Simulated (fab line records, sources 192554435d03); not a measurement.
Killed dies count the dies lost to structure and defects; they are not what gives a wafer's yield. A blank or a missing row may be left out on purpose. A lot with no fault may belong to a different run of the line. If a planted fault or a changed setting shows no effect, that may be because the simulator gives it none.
Matching of chambers -- flow n5_finfet -- rie_diel-04 running N5_BEOL_M14_ETCH_67: 4 sister chambers
The step etches SiARC in CF4, target depth 143 nm, time 238.3 s. 36 wafers are shown with their chamber, then 12 later ones without.

## EACH WAFER AND ITS CHAMBER
wafer,chamber,drypump_motor_current_A (A),showerhead_plenum_p_Torr (Torr),throttle_valve_pct (%)
L074.1,2,5.1,2.11,15.82
L074.3,1,5.6,2.08,15.72
L074.5,0,6.1,2.27,15.46
L075.2,0,6.1,2.27,15.46
L075.4,1,5.6,2.08,15.75
L075.5,1,5.5,2.08,15.74
L077.1,1,5.6,2.07,15.76
L077.2,3,5.1,2.18,15.41
L077.3,0,6.1,2.26,15.48
L077.4,1,5.6,2.07,15.75
L077.5,3,5.1,2.18,15.41
L077.6,0,6.1,2.27,15.50
L078.4,0,6.1,2.26,15.48
L078.5,1,5.6,2.07,15.76
L078.6,2,5.2,2.11,15.32
L080.3,0,6.1,2.26,15.50
L080.4,3,5.1,2.18,15.41
L080.5,1,5.5,2.07,15.78
L083.2,1,5.6,2.07,15.79
L083.3,3,5.1,2.17,15.46
L083.4,2,5.1,2.10,15.38
L084.1,1,5.6,2.06,15.83
L084.2,3,5.1,2.17,15.46
L084.3,2,5.1,2.10,15.40
L084.4,2,5.2,2.10,15.36
L084.5,1,5.6,2.06,15.82
L084.6,3,5.1,2.17,15.44
L086.1,1,5.6,2.06,15.83
L086.2,2,5.2,2.10,15.40
L086.3,3,5.1,2.17,15.47
L086.4,3,5.1,2.17,15.48
L086.5,1,5.6,2.06,15.82
L086.6,2,5.2,2.10,15.39
L087.2,0,6.1,2.25,15.55
L087.4,3,5.1,2.17,15.49
L087.6,3,5.1,2.17,15.47

SIGNATURES (means of the wafers above)
reading,chamber 0,chamber 1,chamber 2,chamber 3,scatter within a chamber
drypump_motor_current_A,6.100,5.583,5.157,5.100,0.0325
showerhead_plenum_p_Torr,2.2629,2.0692,2.1029,2.1730,0.00658
throttle_valve_pct,15.4900,15.7792,15.4386,15.4500,0.08
Rule: a wafer's distance from a chamber is the root of the sum, over the readings, of the square of ((its reading less the chamber's mean) divided by the reading's scatter). If the next closest chamber is less than 2 further off than the closest, the wafer can't be placed; otherwise it belongs to the closest. The scatter: take each reading less its chamber's mean, square it, sum over the shown wafers, divide by the number of wafers less the number of chambers, and take the root.

## WAFERS MISSING THEIR CHAMBER
wafer,drypump_motor_current_A (A),showerhead_plenum_p_Torr (Torr),throttle_valve_pct (%)
L092.1,5.2,2.09,15.43
L092.2,6.1,2.25,15.58
L092.5,5.6,2.06,15.87
L094.1,6.1,2.25,15.57
L094.5,5.5,2.06,15.86
L094.6,5.1,2.09,15.44
L082.1,5.1,2.09,15.46
L082.3,6.1,2.25,15.58
L082.6,5.2,2.09,15.46
L093.1,5.6,2.05,15.87
L093.4,5.1,2.16,15.53
L093.5,5.6,2.05,15.88

## CHAMBER TAKEN BY EACH
wafer,from the rows above,in truth
L092.1,2,2
L092.2,0,0
L092.5,1,1
L094.1,0,0
L094.5,1,1
L094.6,2,2
L082.1,2,2
L082.3,0,0
L082.6,2,2
L093.1,1,1
L093.4,3,3
L093.5,1,1
Correct placement for 12 of the 12. From these rows, 0 cannot be placed. Number placed wrongly: 0.
